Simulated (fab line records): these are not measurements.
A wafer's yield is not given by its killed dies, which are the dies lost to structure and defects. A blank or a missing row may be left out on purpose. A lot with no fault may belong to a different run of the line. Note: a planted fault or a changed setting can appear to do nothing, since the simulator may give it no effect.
fab line records	flow n5-finfet
record: lots: 7	wafers: 21
route steps=1938 shown BEOL_M6@1251 BEOL_M7@1287 BEOL_M8@1343
start-h: hours from the record's opening day to when the first of the lot's shown wafers began	wait-h: hours since the lot's step before	" same as the row above	L1.1+2: a single row standing in for several wafers	- either no value or no given start	* or withheld: withheld	< > ~ a bound
route shown NAME@n: NAME is a module with steps in the file, n the number in the route of the first one	usual: the fault-free wafers' mean and standard deviation	same: alike in all rows	chamber/n: place in a boat	sites: the reading at each site	_std_site: the standard deviation of these	_edge_site: outer sites' mean less inner sites'	radius-mm: how far each site lies from the wafer's centre	mask NAME#n: copy n	behind: tool/chamber where the wafer was last shaped	hold: why the lot was held/for how many hours/how that ended	device: transistor that didn't switch, given as n, p or np	end of line: tests run on the same wafers once the route is complete	a step given without rows: its recipe and nothing more	killed: dies lost to structure and defects at the first sort, not the wafer's yield	map: dies across one wafer; x = killed, . = not, _ = none there
set.NAME: the setting as run; set.NAME@STEP: as run at that earlier step	model.NAME: the simulator's own value behind a step, which no gauge read
lots with deliberately changed settings; one table per step, one row per wafer
== steps ==
step: N5_BEOL_M6_ALD_77
recipe: material: TaN	target-thk-a: 20	temp-c: 275	ald-precursor-family: PDMAT	ald-co-reactant: NH3	pressure-torr: 3	carrier-flow-sccm: 1500	pulse-time-s: 2	purge-time-s: 3	co-reactant-purge-time-s: 2	co-reactant-pulse-time-s: 3	ald-cycles: 40	precursor-vessel-temp-c: 75	precursor-vessel-pressure-torr: 26.25	precursor-vessel-carrier-sccm: 1000
lot.wafer	tool	chamber	start-h	wait-h	set.co-reactant-pulse-time-s
L075.1+4	ald-metal-03	1,2	189.17	0.3	2.464
L075.2	"	3	"	"	3
L084.4+6	ald-metal-01	1	238.70	0.0	3
L084.5	"	2	"	"	2.672
L085.1+4	ald-metal-03	0,1	249.59	0.1	2.419
L085.3	"	2	"	"	3
L090.1+2	ald-metal-01	0,1	279.21	0.0	3
L090.3	"	3	"	"	3.443
L089.1+4+5	ald-metal-04	3,2,2	283.28	0.0	3
L091.1+2	ald-metal-01	1,0	283.46	0.1	2.33
L091.6	"	0	"	"	3
L097.2+4	ald-metal-01	2,1	337.22	0.1	2.534
L097.3	"	0	"	"	3
step: N5_BEOL_M6_SURFACE_TREAT_79
recipe: gas: Ar	time-s: *	ion-energy-ev: *	ion-current-ma-cm2: 0.5	pressure-mtorr: *	ar-flow-sccm: 30
step: N5_BEOL_M6_CVD_78
recipe: material: Co	target-thk-a: 20	temp-c: withheld	precursor: CCTBA/H2	pressure-torr: 30	time-s: 142.3
step: N5_BEOL_M6_ECD_50
recipe: material: Cu	target-thk-a: 3000
step: N5_BEOL_M6_ANNEAL_51
recipe: temp-c: 225	time-s: 90	ambient: N2
step: N5_BEOL_M6_CMP_52
recipe: stop-on: SiCOH_lowk	t-overpolish-s: 6.9	down-force-psi: 1	platen-rpm: 50	clearing-platen-down-force-psi: 1.5	clearing-platen-rpm: 50	post-cmp-clean: cu-alkaline	target-thk-nm: 80	clearing-platen-pad-velocity-m-s: 0.99484	pad-velocity-m-s: 0.99484
lot.wafer	tool	chamber	start-h	wait-h	set.bias-w@BEOL_M6_TRENCH_ETCH_37	model.Cu_of_BEOL_M6_ECD_50.thk-nm
L075.1	cmp-03	0	191.56	0.3	185	81
L075.4	"	2	"	"	216.8	86.2
L075.2	"	3	"	"	185	81.2
L084.4	cmp-04	2	241.10	0.2	185	82.4
L084.6	"	1	"	"	185	81.6
L084.5	"	2	"	"	174	79.8
L085.3	cmp-01	2	251.02	0.2	154.7	75.8
L085.1	"	3	"	"	185	80.8
L085.4	"	0	"	"	154.7	74.6
L090.2	cmp-04	2	280.30	0.2	185	82
L090.1	"	3	"	"	203	83.2
L090.3	"	0	"	"	185	80
L089.1	cmp-04	2	284.95	0.3	185	79.2
L089.4	"	0	"	"	185	80.6
L089.5	"	1	"	"	185	77.6
L091.1	cmp-03	3	285.31	0.3	185	82.2
L091.2	"	0	"	"	218	87.4
L091.6	"	3	"	"	218	88
L097.2	cmp-01	2	338.43	0.2	185	79.2
L097.4	"	0	"	"	185	78.6
L097.3	"	1	"	"	185	79.8
step: N5_BEOL_M6_THK_MEAS_53
recipe: thk-meas-gauge: xrf	reads: Cu_of_BEOL_M6_ECD_50
usual: M6_THK: 79.8/1.6
lot.wafer	tool	chamber	start-h	wait-h	set.bias-w@BEOL_M6_TRENCH_ETCH_37	M6_THK[nm]
L075.1	film-metro-02	-	191.86	-	185	81.5
L075.2	"	-	"	"	185	81.8
L075.4	"	-	"	"	216.8	86.8
L084.4	film-metro-01	-	241.36	-	185	80.9
L084.5	"	-	"	"	174	77.9
L084.6	"	-	"	"	185	79.9
L085.1	film-metro-01	-	251.27	-	185	79.4
L085.3	"	-	"	"	154.7	74.5
L085.4	"	-	"	"	154.7	73.3
L090.1	film-metro-02	-	280.56	-	203	82.9
L090.2	"	-	"	"	185	81.5
L090.3	"	-	"	"	185	79.9
L089.1	film-metro-02	-	285.21	-	185	79.2
L089.4	"	-	"	"	185	80.2
L089.5	"	-	"	"	185	77.4
L091.1	film-metro-01	-	285.56	-	185	80.5
L091.2	"	-	"	"	218	85.2
L091.6	"	-	"	"	218	86.1
L097.2	film-metro-02	-	338.72	-	185	79.3
L097.3	"	-	"	"	185	80.0
L097.4	"	-	"	"	185	79.2
step: N5_BEOL_M6_PRE_CLEAN_55
recipe: gas: NH3	time-s: 15	temp-c: withheld	rf-power-w: 300
step: N5_BEOL_M6_DEP_56
recipe: material: SiCN	target-thk-a: 100	temp-c: withheld	precursor: 3MS/NH3	pressure-torr: 3	rf-w: 202	time-s: 17.5
step: N5_BEOL_M6_RS_MEAS_57
recipe: thk-meas-gauge: four-point-probe	reads: Cu_of_BEOL_M6_ECD_50+Co_of_BEOL_M6_CVD_78+TaN_of_BEOL_M6_ALD_77
usual: M6_RS: 0.284/0.0057
lot.wafer	tool	chamber	start-h	wait-h	set.bias-w@BEOL_M6_TRENCH_ETCH_37	M6_RS[ohm/sq]
L075.1	film-metro-02	-	191.99	0.1	185	0.281
L075.2	"	-	"	"	185	0.281
L075.4	"	-	"	"	216.8	0.262
L084.4	film-metro-01	-	241.49	0.0	185	0.276
L084.5	"	-	"	"	174	0.287
L084.6	"	-	"	"	185	0.279
L085.1	film-metro-02	-	251.41	0.1	185	0.283
L085.3	"	-	"	"	154.7	0.304
L085.4	"	-	"	"	154.7	0.310
L090.1	film-metro-02	-	280.69	0.1	203	0.273
L090.2	"	-	"	"	185	0.278
L090.3	"	-	"	"	185	0.286
L089.1	film-metro-01	-	285.34	0.1	185	0.290
L089.4	"	-	"	"	185	0.284
L089.5	"	-	"	"	185	0.296
L091.1	film-metro-01	-	285.70	0.1	185	0.277
L091.2	"	-	"	"	218	0.258
L091.6	"	-	"	"	218	0.256
L097.2	film-metro-01	-	338.85	0.1	185	0.289
L097.3	"	-	"	"	185	0.287
L097.4	"	-	"	"	185	0.291
step: N5_BEOL_M7_COAT_63
recipe: resist: SOC	temp-c: 250	time-s: 60	spin-rpm: 1500	resist-thk-nm: 60
lot.wafer	tool	chamber	start-h	wait-h	set.spin-rpm	model.SOC_of_BEOL_M7_COAT_63.thk-nm
L075.1	litho-track-02	0	195.77	0.0	1500	60
L075.2	"	0	"	"	1449	60.8
L075.4	"	0	"	"	1449	61
L084.4+6	litho-track-02	0	247.98	2.3	1500	60
L084.5	"	0	"	"	1416	61.8
L085.1	litho-track-02	0	256.17	0.9	1582	58.6
L085.3	"	0	"	"	1582	58.4
L085.4	"	0	"	"	1500	60.2
L090.1	litho-track-01	0	283.58	0.0	1542	59.2
L090.2	"	0	"	"	1500	59.8
L090.3	"	0	"	"	1500	60
L089.1+4	litho-track-05	0	287.47	0.0	1500	60.2
L089.5	"	0	"	"	1500	60
L091.1+2	litho-track-01	0	289.78	0.8	1445	61.2
L091.6	"	0	"	"	1500	60.2
L097.2+3	litho-track-05	0	344.37	1.6	1500	60
L097.4	"	0	"	"	1500	60.2
step: N5_BEOL_M7_DESCUM_33
recipe: chemistry: O2	time-s: 7	source-power-w: 50	bias-power-w: 20	pressure-mtorr: 20	rf-frequency-hz: 2.712e+07	temp-c: 40	resist: CAR-EUV	o2-flow-sccm: 225
lot.wafer	tool	chamber	start-h	wait-h	set.time-s	model.CAR-EUV_of_BEOL_M7_COAT_22.thk-nm
L075.1	rie-diel-01	2	196.42	0.2	7	26
L075.2+4	"	1,2	"	"	7.528	25.8
L084.4	rie-diel-01	2	248.39	0.0	7	26
L084.5	"	3	"	"	6.036	26.6
L084.6	"	0	"	"	6.036	26.4
L085.1+4	rie-diel-01	1,3	256.84	0.2	8.204	25.4
L085.3	"	0	"	"	7	26
L090.1+2+3	rie-diel-02	1,3,0	284.10	0.0	6.297	26.4
L089.1	rie-diel-05	2	288.29	0.3	7	26.2
L089.4+5	"	2,0	"	"	7	26
L091.1+2+6	rie-diel-01	1,0,2	290.17	0.0	7	26
L097.2	rie-diel-01	3	344.88	0.0	8.504	25.2
L097.3+4	"	2,0	"	"	7	26
step: N5_BEOL_M7_ETCH_72
recipe: chemistry: N2/H2	target: underlayer	target-depth-a: 65	mask-material: CAR-EUV	time-s: 5.2	ion-energy-ev: 200	pressure-mtorr: 30	source-w: 840	bias-w: 150	n2-flow-sccm: 200	h2-flow-sccm: 200	ends: cleared
step: N5_BEOL_M7_ETCH_65
recipe: chemistry: CF4	target: SiARC	target-depth-a: 156	mask-material: CAR-EUV	time-s: 26	ion-energy-ev: 80	pressure-mtorr: 40	source-w: 545	bias-w: 36	Ar_flow_sccm: 100	cf4-flow-sccm: 100	ends: cleared
lot.wafer	tool	chamber	start-h	wait-h	set.time-s@BEOL_M7_DESCUM_33	model.CAR-EUV_of_BEOL_M7_COAT_22.thk-nm
L075.1	rie-diel-01	2	196.47	0.0	7	11
L075.2+4	"	1,2	"	"	7.528	10.8
L084.4	rie-diel-01	2	248.43	0.0	7	11.2
L084.5+6	"	3,0	"	"	6.036	11.6
L085.1+4	rie-diel-01	1,3	256.89	0.0	8.204	10.4
L085.3	"	0	"	"	7	11
L090.1	rie-diel-02	1	284.15	0.0	6.297	11.6
L090.2+3	"	3,0	"	"	6.297	11.4
L089.1+5	rie-diel-05	2,0	288.34	0.0	7	11.2
L089.4	"	2	"	"	7	11
L091.1+2+6	rie-diel-01	1,0,2	290.22	0.0	7	11
L097.2	rie-diel-01	3	344.93	0.0	8.504	10.4
L097.3+4	"	2,0	"	"	7	11.2
step: N5_BEOL_M7_ETCH_66
recipe: chemistry: N2/H2	target: SOC	target-depth-a: 800	overetch-a: 160	mask-material: SiARC	temp-c: 40	time-s: 120	ion-energy-ev: 200	pressure-mtorr: 30	source-w: 840	bias-w: 150	n2-flow-sccm: 200	h2-flow-sccm: 200
lot.wafer	tool	chamber	start-h	wait-h	set.spin-rpm@BEOL_M7_COAT_63	model.etch.depth-nm
L075.1	rie-diel-01	2	196.50	0.0	1500	60.03
L075.2	"	1	"	"	1449	60.86
L075.4	"	2	"	"	1449	61.04
L084.4	rie-diel-01	2	248.49	0.0	1500	60.01
L084.5	"	3	"	"	1416	61.76
L084.6	"	0	"	"	1500	60.1
L085.1	rie-diel-01	1	256.92	0.0	1582	58.62
L085.3	"	0	"	"	1582	58.32
L085.4	"	3	"	"	1500	60.13
L090.1	rie-diel-02	1	284.18	0.0	1542	59.19
L090.2	"	3	"	"	1500	59.84
L090.3	"	0	"	"	1500	59.93
L089.1	rie-diel-05	2	288.37	0.0	1500	60.11
L089.4	"	2	"	"	1500	60.15
L089.5	"	0	"	"	1500	59.9
L091.1	rie-diel-01	1	290.25	0.0	1445	61.17
L091.2	"	0	"	"	1445	61.24
L091.6	"	2	"	"	1500	60.12
L097.2	rie-diel-01	3	344.96	0.0	1500	60.07
L097.3	"	2	"	"	1500	60.03
L097.4	"	0	"	"	1500	60.13
step: N5_BEOL_M7_STRIP_69
recipe: chemistry: N2/H2	temp-c: 40	n2-flow-sccm: 200	h2-flow-sccm: 200	rf-frequency-hz: 6e+07
step: N5_BEOL_M7_STRIP_73
recipe: chemistry: N2/H2	temp-c: 40	n2-flow-sccm: 200	h2-flow-sccm: 200	rf-frequency-hz: 6e+07
step: N5_BEOL_M7_VIA_ETCH_34
recipe: chemistry: C4F6/O2	target: SiCOH_lowk	target-depth-a: 1255	mask-material: SOC	taper-deg: 4	time-s: 50.5	ion-energy-ev: 250	pressure-mtorr: 30	source-w: 345	bias-w: 185	Ar_flow_sccm: 300	C4F6_flow_sccm: 10	O2_flow_sccm: 10
lot.wafer	tool	chamber	start-h	wait-h	set.spin-rpm@BEOL_M7_COAT_63	model.SOC_of_BEOL_M7_COAT_63.thk-nm
L075.1	rie-diel-01	2	196.60	0.0	1500	54
L075.2+4	"	1,2	"	"	1449	55
L084.4	rie-diel-01	2	248.57	0.0	1500	54
L084.5	"	3	"	"	1416	55.6
L084.6	"	0	"	"	1500	53.8
L085.1	rie-diel-01	1	257.02	0.0	1582	52.6
L085.3	"	0	"	"	1582	52.2
L085.4	"	3	"	"	1500	54
L090.1	rie-diel-02	1	284.28	0.0	1542	53
L090.2+3	"	3,0	"	"	1500	53.8
L089.1+4	rie-diel-05	2	288.47	0.0	1500	54
L089.5	"	0	"	"	1500	53.8
L091.1+2	rie-diel-01	1,0	290.35	0.0	1445	55.2
L091.6	"	2	"	"	1500	54.2
L097.2+4	rie-diel-01	3,0	345.06	0.0	1500	54
L097.3	"	2	"	"	1500	53.8
step: N5_BEOL_M8_PEB_09
recipe: peb-temp-c: withheld	peb-time-s: 60	resist: CAR-ArF
lot.wafer	tool	chamber	start-h	wait-h	set.peb-time-s
L075.1+2+4	litho-track-04	0	201.56	0.1	60
L084.4+6	litho-track-04	0	254.46	0.0	64.09
L084.5	"	0	"	"	60
L085.1+4	litho-track-04	0	262.02	0.1	66.42
L085.3	"	0	"	"	60
L090.1+2+3	litho-track-03	0	288.65	0.1	60
L089.1+4+5	litho-track-01	0	296.28	0.1	60
L091.1+2+6	litho-track-01	0	296.44	0.1	60
L097.2+3	litho-track-04	0	351.47	0.0	54.58
L097.4	"	0	"	"	60
step: N5_BEOL_M8_DEVELOP_10
recipe: develop-time-s: 30	developer: TMAH	resist: CAR-ArF	rinse-liquid: diw	dry: air-spin	dev-temp-c: 23
step: N5_BEOL_M8_CD_MEAS_11
recipe: target-cd-nm: 38.5	landing-energy-ev: 500	detector: se-inlens	polarity: opening
usual: cd-nm: 38.5/0.47
lot.wafer	tool	chamber	start-h	wait-h	set.peb-time-s@BEOL_M8_PEB_09	cd-nm
L075.1	cd-sem-01	0	201.62	-	60	37.3
L075.2	"	0	"	"	60	38.3
L075.4	"	0	"	"	60	37.7
L084.4	cd-sem-01	0	254.53	-	64.09	40.7
L084.5	"	0	"	"	60	39.6
L084.6	"	0	"	"	64.09	40.6
L085.1	cd-sem-02	0	262.08	-	66.42	40.6
L085.3	"	0	"	"	60	38.1
L085.4	"	0	"	"	66.42	40.5
L090.1	cd-sem-02	0	288.72	-	60	38.7
L090.2	"	0	"	"	60	39.0
L090.3	"	0	"	"	60	38.4
L089.1	cd-sem-03	0	296.34	-	60	38.8
L089.4	"	0	"	"	60	38.8
L089.5	"	0	"	"	60	38.5
L091.1	cd-sem-02	0	296.51	-	60	38.3
L091.2	"	0	"	"	60	38.5
L091.6	"	0	"	"	60	38.7
L097.2	cd-sem-01	0	351.54	-	54.58	36.8
L097.3	"	0	"	"	54.58	36.6
L097.4	"	0	"	"	60	38.8
step: N5_BEOL_M8_DESCUM_16
recipe: chemistry: O2	time-s: 7.9	source-power-w: 50	bias-power-w: 20	pressure-mtorr: 20	rf-frequency-hz: 2.712e+07	temp-c: 40	resist: CAR-ArF	o2-flow-sccm: 225
lot.wafer	tool	chamber	start-h	wait-h	set.time-s	model.CAR-ArF_of_BEOL_M8_COAT_05.thk-nm
L075.1+4	rie-diel-06	1,3	201.71	0.0	9.25	83
L075.2	"	0	"	"	7.9	83.6
L084.4	rie-diel-04	3	254.61	0.0	7.9	83.4
L084.5+6	"	0,3	"	"	6.66	84.2
L085.1	rie-diel-03	2	262.36	0.2	8.404	83.2
L085.3	"	1	"	"	7.9	83.6
L085.4	"	3	"	"	7.9	83.4
L090.1	rie-diel-04	0	288.85	0.1	8.635	82.8
L090.2	"	2	"	"	8.635	82.6
L090.3	"	3	"	"	7.9	83
L089.1+4	rie-diel-06	3,2	296.52	0.1	7.9	82.8
L089.5	"	3	"	"	7.9	83
L091.1	rie-diel-03	2	296.70	0.1	7.271	83.6
L091.2	"	0	"	"	7.9	83.4
L091.6	"	0	"	"	7.9	83.2
L097.2	rie-diel-03	2	351.62	0.0	7.9	83.8
L097.3	"	1	"	"	6.778	84.2
L097.4	"	0	"	"	7.9	83.6
step: N5_BEOL_M8_ETCH_61
recipe: chemistry: CF4	target: SiARC	target-depth-a: 455	mask-material: CAR-ArF	time-s: 75.8	ion-energy-ev: 80	pressure-mtorr: 40	source-w: 545	bias-w: 36	Ar_flow_sccm: 100	cf4-flow-sccm: 100	ends: cleared
lot.wafer	tool	chamber	start-h	wait-h	set.peb-time-s@BEOL_M8_PEB_09	set.time-s@BEOL_M8_DESCUM_16	model.BEOL_M8.cd-offset-nm	model.CAR-ArF_of_BEOL_M8_COAT_05.thk-nm
L075.1	rie-diel-06	1	201.75	0.0	60	9.25	-0.6	50.4
L075.2	"	0	"	"	60	7.9	-0.4	51.2
L075.4	"	3	"	"	60	9.25	-0.2	50.4
L084.4	rie-diel-04	3	254.65	0.0	64.09	7.9	2.2	50.8
L084.5	"	0	"	"	60	6.66	0.2	51.6
L084.6	"	3	"	"	64.09	6.66	1.6	51.6
L085.1	rie-diel-03	2	262.39	0.0	66.42	8.404	2.2	50.6
L085.3	"	1	"	"	60	7.9	-0.4	51
L085.4	"	3	"	"	66.42	7.9	1.8	50.8
L090.1	rie-diel-04	0	288.89	0.0	60	8.635	0.2	50.2
L090.2	"	2	"	"	60	8.635	0.2	50
L090.3	"	3	"	"	60	7.9	0	50.4
L089.1	rie-diel-06	3	296.56	0.0	60	7.9	0.2	50
L089.4	"	2	"	"	60	7.9	0.4	50
L089.5	"	3	"	"	60	7.9	0	50.4
L091.1	rie-diel-03	2	296.73	0.0	60	7.271	-0.8	50.8
L091.2	"	0	"	"	60	7.9	-0.4	50.6
L091.6	"	0	"	"	60	7.9	-0.2	50.4
L097.2	rie-diel-03	2	351.66	0.0	54.58	7.9	-1.8	51
L097.3	"	1	"	"	54.58	6.778	-2	51.6
L097.4	"	0	"	"	60	7.9	0.4	51
step: N5_BEOL_M8_ETCH_62
recipe: chemistry: N2/H2	target: SOC	target-depth-a: 1100	overetch-a: 220	mask-material: SiARC	temp-c: 40	time-s: 165	ion-energy-ev: 200	pressure-mtorr: 30	source-w: 840	bias-w: 150	n2-flow-sccm: 200	h2-flow-sccm: 200
lot.wafer	tool	chamber	start-h	wait-h	set.peb-time-s@BEOL_M8_PEB_09	model.BEOL_M8.cd-offset-nm
L075.1+2	rie-diel-06	1,0	201.80	0.0	60	-0.6
L075.4	"	3	"	"	60	-0.4
L084.4	rie-diel-04	3	254.70	0.0	64.09	2.2
L084.5	"	0	"	"	60	0.2
L084.6	"	3	"	"	64.09	1.8
L085.1	rie-diel-03	2	262.45	0.0	66.42	2.4
L085.3	"	1	"	"	60	-0.4
L085.4	"	3	"	"	66.42	2
L090.1	rie-diel-04	0	288.94	0.0	60	0.2
L090.2+3	"	2,3	"	"	60	0
L089.1	rie-diel-06	3	296.61	0.0	60	0.4
L089.4	"	2	"	"	60	0.6
L089.5	"	3	"	"	60	0
L091.1	rie-diel-03	2	296.79	0.0	60	-0.8
L091.2	"	0	"	"	60	-0.6
L091.6	"	0	"	"	60	-0.2
L097.2+3	rie-diel-03	2,1	351.71	0.0	54.58	-2
L097.4	"	0	"	"	60	0.2
step: N5_BEOL_M8_STRIP_68
recipe: chemistry: N2/H2	temp-c: 40	n2-flow-sccm: 200	h2-flow-sccm: 200	rf-frequency-hz: 6e+07
step: N5_BEOL_M8_STRIP_67
recipe: chemistry: CF4	resist: SiARC	power-w: 300	bias-power-w: 75	pressure-mtorr: 50	cf4-flow-sccm: 150	rf-frequency-hz: 6e+07
step: N5_BEOL_M8_HM_OPEN_17
recipe: chemistry: Cl2/BCl3	target-depth-a: 200	overetch-a: 60	target: TiN	mask-material: SOC	ion-energy-ev: 150	pressure-mtorr: 10	icp-w: 1000	bias-w: 126	Cl2_flow_sccm: 53.25	bcl3-flow-sccm: 21.75	Ar_flow_sccm: 25
step: N5_BEOL_M8_STRIP_19
recipe: chemistry: O2	power-w: 400	temp-c: 40	pressure-mtorr: 30	rf-frequency-hz: 6e+07	bias-power-w: 0	overash-fraction: 0.2	o2-flow-sccm: 225
step: N5_BEOL_M8_CD_MEAS_18
recipe: pitch-nm: 80	target-cd-nm: 40
usual: cd-nm: 40.0/0.47
lot.wafer	tool	chamber	start-h	wait-h	set.peb-time-s@BEOL_M8_PEB_09	cd-nm
L075.1	cd-sem-03	-	202.34	0.0	60	39.5
L075.2	"	-	"	"	60	39.4
L075.4	"	-	"	"	60	39.4
L084.4	cd-sem-02	-	255.26	0.1	64.09	42.2
L084.5	"	-	"	"	60	39.8
L084.6	"	-	"	"	64.09	41.8
L085.1	cd-sem-03	-	262.81	0.0	66.42	42.0
L085.3	"	-	"	"	60	39.4
L085.4	"	-	"	"	66.42	41.9
L090.1	cd-sem-03	-	289.34	0.1	60	40.2
L090.2	"	-	"	"	60	40.2
L090.3	"	-	"	"	60	40.4
L089.1	cd-sem-02	-	297.03	0.0	60	40.3
L089.4	"	-	"	"	60	41.0
L089.5	"	-	"	"	60	39.8
L091.1	cd-sem-01	-	297.18	0.0	60	39.3
L091.2	"	-	"	"	60	39.4
L091.6	"	-	"	"	60	39.5
L097.2	cd-sem-03	-	352.08	0.1	54.58	37.8
L097.3	"	-	"	"	54.58	38.0
L097.4	"	-	"	"	60	40.8
step: N5_BEOL_M8_COAT_63
recipe: resist: SOC	temp-c: 250	time-s: 60	spin-rpm: 1500	resist-thk-nm: 60
step: N5_BEOL_M8_COAT_64
recipe: resist: SiARC	temp-c: 220	time-s: 60	spin-rpm: 1500	resist-thk-nm: 12
step: N5_BEOL_M8_PRECLEAN_42
recipe: chemistry: residue-remover	time-s: 60	temp-c: 40
step: N5_BEOL_M8_SRD_43
recipe: time-s: 30	temp-c: 23	rinse-liquid: diw	dry: ipa-marangoni
step: N5_BEOL_M8_CD_MEAS_35
recipe: target-cd-nm: 40	polarity: opening
usual: cd-nm: 40.0/0.47
lot.wafer	tool	chamber	start-h	wait-h	set.peb-time-s@BEOL_M8_PEB_09	cd-nm
L075.1	cd-sem-03	-	205.30	0.0	60	39.3
L075.2	"	-	"	"	60	39.7
L075.4	"	-	"	"	60	39.8
L084.4	cd-sem-03	-	257.20	0.0	64.09	42.3
L084.5	"	-	"	"	60	40.4
L084.6	"	-	"	"	64.09	41.6
L085.1	cd-sem-01	-	266.90	0.0	66.42	42.0
L085.3	"	-	"	"	60	39.6
L085.4	"	-	"	"	66.42	41.8
L090.1	cd-sem-02	-	291.05	0.0	60	40.7
L090.2	"	-	"	"	60	39.9
L090.3	"	-	"	"	60	40.0
L089.1	cd-sem-01	-	299.42	0.0	60	40.3
L089.4	"	-	"	"	60	40.6
L089.5	"	-	"	"	60	40.3
L091.1	cd-sem-03	-	300.01	0.0	60	39.2
L091.2	"	-	"	"	60	39.5
L091.6	"	-	"	"	60	39.6
L097.2	cd-sem-02	-	353.27	0.0	54.58	38.4
L097.3	"	-	"	"	54.58	37.9
L097.4	"	-	"	"	60	40.6
== key ==
split: step: N5_BEOL_M6_ALD_77	setting: co-reactant-pulse-time-s	stated: 3	by: wafer
response none clear
split: step: N5_BEOL_M7_COAT_63	setting: spin-rpm	stated: 1500	by: wafer
response: step: N5_BEOL_M7_COAT_63	reading: model.SOC_of_BEOL_M7_COAT_63.thk-nm	change: -0.298	per: 1%	r: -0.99
response: step: N5_BEOL_M7_ETCH_66	reading: model.etch.depth-nm	change: -0.295	per: 1%	r: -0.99
response: step: N5_BEOL_M7_VIA_ETCH_34	reading: model.SOC_of_BEOL_M7_COAT_63.thk-nm	change: -0.293	per: 1%	r: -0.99
split: step: N5_BEOL_M7_DESCUM_33	setting: time-s	stated: 7	by: wafer
response: step: N5_BEOL_M7_DESCUM_33	reading: model.CAR-EUV_of_BEOL_M7_COAT_22.thk-nm	change: -0.0358	per: 1%	r: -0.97
response: step: N5_BEOL_M7_ETCH_65	reading: model.CAR-EUV_of_BEOL_M7_COAT_22.thk-nm	change: -0.0344	per: 1%	r: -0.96
split: step: N5_BEOL_M8_PEB_09	setting: peb-time-s	stated: 60	by: wafer
response: step: N5_BEOL_M8_CD_MEAS_11	reading: cd-nm	change: +0.215	per: 1%	r: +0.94
response: step: N5_BEOL_M8_ETCH_61	reading: model.BEOL_M8.cd-offset-nm	change: +0.239	per: 1%	r: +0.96
response: step: N5_BEOL_M8_ETCH_62	reading: model.BEOL_M8.cd-offset-nm	change: +0.247	per: 1%	r: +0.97
response: step: N5_BEOL_M8_CD_MEAS_18	reading: cd-nm	change: +0.284	per: 1%	r: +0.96
response: step: N5_BEOL_M8_CD_MEAS_35	reading: cd-nm	change: +0.238	per: 1%	r: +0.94
split: step: N5_BEOL_M8_DESCUM_16	setting: time-s	stated: 7.9	by: wafer
response: step: N5_BEOL_M8_DESCUM_16	reading: model.CAR-ArF_of_BEOL_M8_COAT_05.thk-nm	change: -0.0398	per: 1%	r: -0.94
response: step: N5_BEOL_M8_ETCH_61	reading: model.CAR-ArF_of_BEOL_M8_COAT_05.thk-nm	change: -0.045	per: 1%	r: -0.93
split outside-this-file step=N5_BEOL_M6_TRENCH_ETCH_37 setting=bias-w
split outside-this-file: this setting was split too, and the file shows its column; the key of that split is in another file
